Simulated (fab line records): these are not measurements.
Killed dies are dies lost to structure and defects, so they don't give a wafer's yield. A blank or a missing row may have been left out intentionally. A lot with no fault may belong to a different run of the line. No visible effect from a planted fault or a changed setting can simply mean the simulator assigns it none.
fab line records | flow nandHarc
record: lots: 12 wafers: 36 lastDay: 25
route steps=1159 shown A_BONDPAD@1076 END@1159
lots with no fault: from the same line, run without faults
startH: start of the lot's first displayed wafer, in hours after the record's first day | waitH: hours elapsed since this lot's preceding step | " same as the row above | L1.1+2: a row that stands for several wafers | - either no value or no given start | * or withheld: withheld | < > ~ a bound
route shown NAME@n: NAME is a module with steps in the file, n the number in the route of the first one | usual: mean/standard deviation of fault-free wafers | same: alike in all rows | chamber/n: place in a boat | sites: the reading at each site | _std_site: standard deviation of those values | _edge_site: mean of outer sites minus mean of inner sites | radiusMm: for every site, how far away it sits from the centre of the wafer | mask NAME#n: copy n | behind: the tool/chamber that last shaped the wafer | hold: why the lot was held/for how many hours/how that ended | device: the transistor (n, p or np) that didn't switch | end of line: the same wafers' tests at the end of the route | for a step that has no rows: nothing shown but its recipe | killed: dies lost to structure and defects at the first sort, not the wafer's yield | map: per-die view of a wafer (x killed, . not killed, _ where there is no die)
set.NAME: setting as actually run; set.NAME@STEP: the setting as run at that earlier step | model.NAME: the simulator's own value behind a step, which no gauge read
steps of the route over a sample of lots; a table a step, a row a wafer
services: the hour from which a tool's chamber was out of use, counted from the record's first day as startH (under 0 if before that day), plus the number of hours and why
== steps ==
step: NHARC_A_BONDPAD_ETCH_34
recipe: targetDepthA: 600 overetchA: 180 timeS: 65.91 ionEnergyEv: 200 n2FlowSccm: 150 h2FlowSccm: 150 arFlowSccm: 0 rfW: 400 biasW: 150 chemistry: N2/H2
usual: drypumpMotorCurrentA: 5.6/0.41 oesProductAu: 1.002/0.0079 rfFwdPowerW: 396.5/2 rfVppV: 429.9/2.6 showerheadPlenumPTorr: 2.02/0.09 throttleValvePct: 14.172/0.01
columns lot.wafer tool chamber startH waitH drypumpMotorCurrentA oesProductAu rfFwdPowerW rfHoursCounterH rfVppV showerheadPlenumPTorr throttleValvePct
L559.1 rieDiel-07 1 420.05 0.1 6.0 1.004 395.5 0 430.0 2.07 14.164
L559.4 " 2 " " 5.4 1.001 393.8 0 428.1 1.93 14.171
L559.3 " 3 " " 6.1 0.997 399.4 0 429.9 1.99 14.166
L561.3 rieDiel-13 0 421.61 0.1 5.3 0.993 396.0 52 427.8 1.91 14.157
L561.2 " 1 " " 6.3 0.992 397.0 52 429.9 2.00 14.177
L561.5 " 2 " " 5.8 1.000 396.2 - 428.2 1.98 14.165
L560.1 rieDiel-13 3 421.76 0.1 5.5 0.990 395.5 51 433.9 2.18 14.168
L560.4 " 1 " " 6.3 0.992 398.3 52 428.8 2.00 14.159
L560.5 " 3 " " 5.5 0.982 395.7 - 434.4 2.18 14.187
L562.2 rieDiel-01 1 433.05 0.1 5.1 1.004 394.3 18 427.8 1.95 14.170
L562.3 " 3 " " 5.9 1.000 398.3 20 426.2 1.90 14.174
L562.1 " 0 " " 4.8 0.994 393.7 17 433.9 2.13 14.153
L564.2 rieDiel-07 1 433.87 0.1 6.0 0.998 396.5 1 432.1 2.07 14.174
L564.1 " 2 " " 5.4 1.005 394.6 1 429.0 1.93 14.191
L564.3 " 3 " " 6.1 0.990 399.0 1 429.8 1.99 14.171
L563.1 rieDiel-07 3 443.89 0.1 6.1 0.995 398.1 1 430.0 1.99 14.162
L563.6 " 2 " " 5.4 1.011 392.8 - 428.4 1.93 14.177
L563.5 " 3 " " 6.1 0.999 398.4 - 429.4 1.99 14.187
L565.4 rieDiel-07 2 456.95 0.1 5.4 1.012 395.3 2 427.2 1.93 14.160
L565.3 " 3 " " 6.1 1.003 400.2 2 427.7 1.99 14.172
L565.6 " 3 " " 6.1 1.008 398.4 - 430.6 1.99 14.159
L572.4 rieDiel-07 2 474.83 0.1 5.4 0.999 394.1 2 427.3 1.93 14.164
L572.2 " 3 " " 6.1 0.991 396.9 2 430.0 1.99 14.193
L572.5 " 2 " " 5.4 1.003 394.7 - 428.0 1.93 14.167
L576.2 rieDiel-07 2 507.11 0.1 5.4 1.020 393.5 3 425.9 1.93 14.169
L576.6 " 0 " " 5.2 1.006 398.9 - 433.4 2.14 14.172
L576.5 " 1 " " 6.0 0.990 395.5 - 432.1 2.07 14.187
L575.3 rieDiel-01 1 508.26 0.1 5.1 0.998 395.0 1 426.8 1.95 14.168
L575.4 " 2 " " 5.3 0.992 397.3 1 427.3 1.91 14.173
L575.5 " 0 " " 4.9 0.985 393.9 - 432.7 2.12 14.181
L577.1 rieDiel-07 2 509.15 0.1 5.4 1.013 393.6 3 427.1 1.93 14.175
L577.5 " 1 " " 6.0 0.998 394.9 - 430.3 2.07 14.178
L577.6 " 2 " " 5.4 1.014 393.8 - 427.3 1.93 14.180
L582.4 rieDiel-07 3 561.46 0.1 6.1 1.000 398.6 5 429.6 1.99 14.204
L582.2 " 0 " " 5.3 1.003 397.7 5 432.7 2.14 14.154
L582.3 " 1 " " 6.0 1.000 398.0 5 430.7 2.07 14.186
step: NHARC_A_BONDPAD_DEGAS_25
recipe: tempC: 300 timeS: 60
usual: heaterPowerW: 477/31
columns lot.wafer tool chamber startH waitH heaterPowerW
L559.1 pvdSputter-01 - 420.92 - 525
L559.4 " - " " 460
L559.3 " - " " 425
L561.2 pvdSputter-01 - 422.47 - 539
L561.3 " - " " 428
L561.5 " - " " 512
L560.1 pvdSputter-03 - 422.64 - 469
L560.4 " - " " 453
L560.5 " - " " 453
L562.3 pvdSputter-02 - 433.90 - 520
L562.1 " - " " 492
L562.2 " - " " 465
L564.3 pvdSputter-01 - 434.73 - 432
L564.2 " - " " 535
L564.1 " - " " 523
L563.1 pvdSputter-02 - 444.79 - 485
L563.5 " - " " 464
L563.6 " - " " 517
L565.4 pvdSputter-03 - 457.81 - 465
L565.3 " - " " 498
L565.6 " - " " 458
L572.4 pvdSputter-03 - 475.70 - 425
L572.2 " - " " 466
L572.5 " - " " 442
L576.2 pvdSputter-01 - 507.95 - 513
L576.6 " - " " 497
L576.5 " - " " 466
L575.3 pvdSputter-03 - 509.12 - 476
L575.4 " - " " 450
L575.5 " - " " 474
L577.1 pvdSputter-01 - 510.01 - 470
L577.6 " - " " 545
L577.5 " - " " 503
L582.2 pvdSputter-02 - 562.37 - 467
L582.4 " - " " 510
L582.3 " - " " 437
step: NHARC_A_BONDPAD_PVD_27
recipe: targetThkA: 300 chamberPressurePa: 5 powerW: 5000 substrateTempC: 30 timeS: 20.49 material: Cu
usual: throttleValvePct: 30.2/0.6
columns lot.wafer tool chamber startH waitH throttleValvePct
L559.3 pvdSputter-01 - - - 30.5
L559.1 " - " " 30.3
L559.4 " - " " 31.0
L561.3 pvdSputter-01 - - - 30.3
L561.2 " - " " 30.4
L561.5 " - " " 31.1
L560.1 pvdSputter-03 - - - 29.7
L560.4 " - " " 30.2
L560.5 " - " " 30.3
L562.1 pvdSputter-02 - - - 31.0
L562.2 " - " " 29.9
L562.3 " - " " 29.2
L564.1 pvdSputter-01 - - - 30.3
L564.3 " - " " 30.3
L564.2 " - " " 30.4
L563.1 pvdSputter-02 - - - 28.9
L563.6 " - " " 29.1
L563.5 " - " " 31.0
L565.4 pvdSputter-01 - 458.09 - 30.5
L565.3 " - " " 31.0
L565.6 " - " " 31.3
L572.2 pvdSputter-03 - - - 29.8
L572.4 " - " " 29.6
L572.5 " - " " 29.8
L576.2 pvdSputter-01 - - - 30.3
L576.6 " - " " 30.4
L576.5 " - " " 31.3
L575.3 pvdSputter-03 - - - 30.5
L575.4 " - " " 30.0
L575.5 " - " " 29.5
L577.1 pvdSputter-01 - - - 30.3
L577.6 " - " " 30.1
L577.5 " - " " 30.2
L582.2 pvdSputter-02 - - - 29.1
L582.4 " - " " 30.9
L582.3 " - " " 30.8
step: NHARC_A_BONDPAD_ECD_18
recipe: targetThkA: 4000 bathTempC: 25 material: Cu
columns lot.wafer tool chamber startH waitH
L559.1+4+3 ecdCu-01 0,0,1 421.30 -
L561.2+3+5 ecdCu-02 1,0,0 422.82 -
L560.1+4+5 ecdCu-01 1,0,0 423.09 -
L562.2+1+3 ecdCu-01 1,0,0 434.29 -
L564.2+1+3 ecdCu-01 1,0,0 435.09 -
L563.1+5+6 ecdCu-01 0,0,1 445.16 -
L565.4+3+6 ecdCu-02 1,0,0 458.32 -
L572.2+4+5 ecdCu-02 1,0,0 476.11 -
L576.2+5+6 ecdCu-01 0,0,1 508.32 -
L575.4+3+5 ecdCu-01 1,0,0 509.58 -
L577.1+6+5 ecdCu-01 1,1,0 510.40 -
L582.2+3+4 ecdCu-02 1,1,0 562.72 -
step: NHARC_A_BONDPAD_THK_MEAS_20
recipe: thkMeasGauge: xrf
usual: thkNm: 169.5/1.4
columns lot.wafer tool chamber startH waitH thkNm
L559.1 filmMetro-01 - 422.37 - 168.6
L559.3 " - " " 170.4
L559.4 " - " " 167.4
L561.2 filmMetro-02 - 423.89 - 169.9
L561.3 " - " " 170.7
L561.5 " - " " 167.0
L560.1 filmMetro-01 - 424.07 - 168.4
L560.4 " - " " 169.3
L560.5 " - " " 168.0
L562.1 filmMetro-02 - 435.37 - 168.4
L562.2 " - " " 168.8
L562.3 " - " " 168.8
L564.1 filmMetro-01 - 436.44 - 170.8
L564.2 " - " " 169.7
L564.3 " - " " 172.7
L563.1 filmMetro-02 - 446.52 - 169.0
L563.5 " - " " 168.9
L563.6 " - " " 171.9
L565.3 filmMetro-01 - 459.27 - 169.9
L565.4 " - " " 170.0
L565.6 " - " " 169.2
L572.2 filmMetro-02 - 477.11 - 170.7
L572.4 " - " " 106.2
L572.5 " - " " 169.4
L576.2 filmMetro-01 - 509.39 - 170.8
L576.5 " - " " 169.8
L576.6 " - " " 170.9
L575.3 filmMetro-02 - 510.53 - 170.0
L575.4 " - " " 169.1
L575.5 " - " " 168.1
L577.1 filmMetro-01 - 511.63 - 167.7
L577.5 " - " " 169.5
L577.6 " - " " 169.9
L582.2 filmMetro-01 - 563.81 - 167.4
L582.3 " - " " 169.0
L582.4 " - " " 170.7
step: NHARC_END_SORT_01
recipe: tempC: 25
usual: defectLimitedYield: 95.6/1.4 killedAtArray: 25/9.2 killedAtOther: 0.8/1.2 killedAtPeriphery: 3.9/2.6 killedDies: 30/9.7 killedOpen: 3.4/1.9 killedShort: 2.0/1.4 sort_bin_2_pct: 1.4/0.62 sort_bin_3_pct: 0.24/0.2 sort_bin_4_pct: 2.8/0.92 sortNPass: 647/9.7 sortRimYieldPct: 94/3.3 sortYieldPct: 95.6/1.4
same: grossDies: 677 sort_bin_5_pct[%]: 0 sort_bin_6_pct[%]: 0 sort_bin_7_pct[%]: 0 sort_bin_8_pct[%]: 0 sortRimNGross: 106.00
columns lot.wafer tool chamber startH waitH defectLimitedYield[%] killedAtArray killedAtOther killedAtPeriphery killedDies killedOpen killedShort sort_bin_2_pct[%] sort_bin_3_pct[%] sort_bin_4_pct[%] sortNPass sortRimYieldPct[%] sortYieldPct[%]
L564.1 prober-01 0 467.02 2.5 96.9 20 0 1 21 3 3 0.4 0.44 2.2 656 92 96.9
L564.2 prober-01 0 467.82 2.8 97.5 12 0 5 17 4 2 0.4 0.15 1.9 660 96 97.5
L564.3 prober-01 0 468.61 3.1 96.2 24 0 2 26 3 1 1.3 0.15 2.4 651 91 96.2
L572.2 prober-02 0 508.28 2.8 96.2 23 0 3 26 4 2 1.2 0.15 2.5 651 95 96.2
L572.4 prober-02 0 509.88 3.4 0 673 1 3 677 2 1 98.7 0.30 1.0 0 0 0
L572.5 prober-02 0 510.69 3.7 96.8 14 2 6 22 5 2 0.6 0 2.7 655 96 96.8
killed by level:class
L564.1 A_SLIT:chamberFilmFlake=6 A_STAIRCASE:chamberFilmFlake=3 A_CONTACT:chamberFilmFlake=3 A_WL_FILL:geometricParticle:short=2 P_GATE:geometricParticle:open=1 A_ONON_D1:geometricParticle:open=1 A_SGD_CUT:geometricParticle:open=1 A_M0:geometricParticle:short=1
L564.2 P_STI:chamberFilmFlake=3 A_SLIT:chamberFilmFlake=3 A_STAIRCASE:chamberFilmFlake=2 P_GATE:geometricParticle:open=1 P_M0:geometricParticle:open=1 A_SOURCE_PLATE:geometricParticle:open=1 A_ONON_D1:geometricParticle:short=1 A_WL_FILL:geometricParticle:short=1
L564.3 A_SLIT:chamberFilmFlake=12 A_STAIRCASE:chamberFilmFlake=7 P_M0:geometricParticle:open=1 A_ONON_D1:geometricParticle:open=1 A_CHANNEL_FILL_D1:geometricParticle:open=1 A_WL_FILL:geometricParticle:short=1 P_STI:chamberFilmFlake=1 A_CHANNEL_HOLE_D1:chamberFilmFlake=1
L572.2 A_CHANNEL_HOLE_D1:chamberFilmFlake=12 A_SGD_CUT:chamberFilmFlake=3 A_CONTACT:chamberFilmFlake=2 P_CONTACT:geometricParticle:short=1 P_CONTACT:geometricParticle:open=1 A_CHANNEL_FILL_D1:geometricParticle:short=1 A_WL_FILL:geometricParticle:open=1 A_BLC:geometricParticle:open=1
L572.4 A_BONDPAD:areaEcd=655 A_CHANNEL_HOLE_D1:chamberFilmFlake=9 A_SGD_CUT:chamberFilmFlake=3 P_M0:chamberFilmFlake=2 A_CONTACT:chamberFilmFlake=2 P_M1:geometricParticle:open=1 A_CHANNEL_FILL_D1:geometricParticle:open=1 A_CONTACT:geometricParticle:short=1
L572.5 A_CHANNEL_HOLE_D1:chamberFilmFlake=6 A_CONTACT:chamberFilmFlake=4 THIN_TSV:chamberFilmFlake=2 P_GATE:geometricParticle:short=1 P_GATE:geometricParticle:open=1 P_CONTACT:geometricParticle:short=1 P_M2:geometricParticle:open=1 A_ONON_D1:geometricParticle:open=1
== services ==
columns tool chamber startH hours kind
rieDiel-07 - 405.20 9.0 pm
rieDiel-07 0 405.20 9.0 ventCycle
rieDiel-07 1 405.20 9.0 ventCycle
rieDiel-07 2 405.20 9.0 ventCycle
rieDiel-07 3 405.20 9.0 ventCycle
rieDiel-07 0 414.20 - clean
rieDiel-07 1 414.20 - clean
rieDiel-07 2 414.20 - clean
rieDiel-07 3 414.20 - clean
rieDiel-13 2 415.09 6.4 repair
rieDiel-01 0 422.42 2.4 repair
pvdSputter-01 - 438.65 3.7 repair
rieDiel-07 0 438.70 - clean
rieDiel-07 1 438.70 - clean
ecdCu-01 - 448.38 8.0 pm
rieDiel-13 - 453.00 9.0 pm
pvdSputter-03 - 458.09 10.0 pm
rieDiel-07 0 483.94 3.2 repair
rieDiel-01 - 491.81 9.0 pm
rieDiel-13 2 494.78 4.1 repair
pvdSputter-01 - 514.00 10.0 pm
ecdCu-01 - 523.89 3.9 repair
rieDiel-13 0 531.08 2.8 repair
ecdCu-02 - 532.00 8.0 pm
== key ==
firstSign: step: NHARC_A_BONDPAD_THK_MEAS_20 reading: thkNm direction: down sigmas: 45 usual: 169.5 struck: 106.2
effect: step: NHARC_END_SORT_01 reading: sort_bin_2_pct direction: up sigmas: 99+ usual: 1.4 struck: 98.7
moreKillsBornAt: NHARC_A_BONDPAD_ECD_18@ecdCu-02: 655
metAt NHARC_A_BONDPAD_ECD_18
struckLots L572
struckWafers L572.4
laterRowsLeftOut L572.4
notActingAt NHARC_A_BONDPAD_ETCH_34,NHARC_A_BONDPAD_DEGAS_25,NHARC_A_BONDPAD_PVD_27
onsetBetween 458.32 476.11
fault: kind: processParameterDrift tool: ecdCu-02 chamber: - onsetH: 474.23 steps: NHARC_A_BONDPAD_ECD_18 channel: targetThkA offset: * shape: step endH: 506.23 scope: struckWafersOnly actsIn: * stated: *
laterRowsLeftOut: the simulator's readings of these wafers behind a module that went badly wrong aren't trusted and aren't shown, but for the sort
